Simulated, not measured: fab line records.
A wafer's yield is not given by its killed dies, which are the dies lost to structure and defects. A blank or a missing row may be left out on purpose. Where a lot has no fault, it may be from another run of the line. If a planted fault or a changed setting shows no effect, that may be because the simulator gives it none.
Chamber matching | flow n5Finfet | N5_BEOL_M9_CURE_72 on uvCure-03 has 3 sister chambers
The step cures SiCOH lowk, time 120 s. 14 wafers are shown with their chamber, then 7 later ones without.

== EACH WAFER AND ITS CHAMBER ==
wafer  | chamber | wafer_temp_C_max | lampPowerPct (%)
L075.3 | 2       | 371.2            | 52.33
L075.4 | 2       | 370.6            | 52.28
L075.6 | 2       | 371.4            | 52.23
L077.1 | 1       | 371.5            | 52.23
L077.3 | 1       | 371.5            | 52.33
L077.5 | 1       | 371.9            | 52.36
L079.3 | 0       | 371.9            | 52.32
L079.4 | 0       | 372.0            | 52.21
L079.6 | 0       | 371.4            | 52.38
L081.2 | 0       | 372.7            | 52.41
L081.4 | 0       | 372.1            | 52.34
L081.5 | 0       | 372.1            | 52.29
L091.2 | 0       | 372.1            | 52.23
L091.4 | 0       | 371.4            | 52.36

SIGNATURES (means of the wafers above)
reading          | chamber 0 | chamber 1 | chamber 2 | scatter within a chamber
wafer_temp_C_max | 371.962   | 371.633   | 371.067   | 0.392
lampPowerPct     | 52.3175   | 52.3067   | 52.2800   | 0.0668
Rule: a wafer's distance from a chamber is the root of the sum, over the readings, of the square of ((its reading less the chamber's mean) divided by the reading's scatter). The wafer belongs to the nearest chamber; if the next one is less than 2 further off, it can't be placed. How the scatter is found: for the shown wafers, subtract from each reading the mean of its chamber, square and add these, divide the total by (wafers less chambers), then take the root.

== WAFERS MISSING THEIR CHAMBER ==
wafer  | wafer_temp_C_max | lampPowerPct (%)
L091.6 | 371.8            | 52.30
L090.1 | 371.3            | 52.30
L090.5 | 371.7            | 52.32
L090.6 | 372.4            | 52.28
L092.2 | 371.1            | 52.41
L092.5 | 370.8            | 52.35
L092.6 | 371.2            | 52.34

== CHAMBER TAKEN BY EACH ==
wafer  | from the rows above          | in truth
L091.6 | can't be placed: 1 or 0 or 2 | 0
L090.1 | can't be placed: 2 or 1 or 0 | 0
L090.5 | can't be placed: 1 or 0 or 2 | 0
L090.6 | can't be placed: 0 or 1      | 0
L092.2 | can't be placed: 2 or 1 or 0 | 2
L092.5 | can't be placed: 2 or 1 or 0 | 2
L092.6 | can't be placed: 2 or 1 or 0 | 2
0 of 7 placed correctly. From these rows, 7 cannot be placed; in 7 the true chamber is one of the candidates. Number placed wrongly: 0.
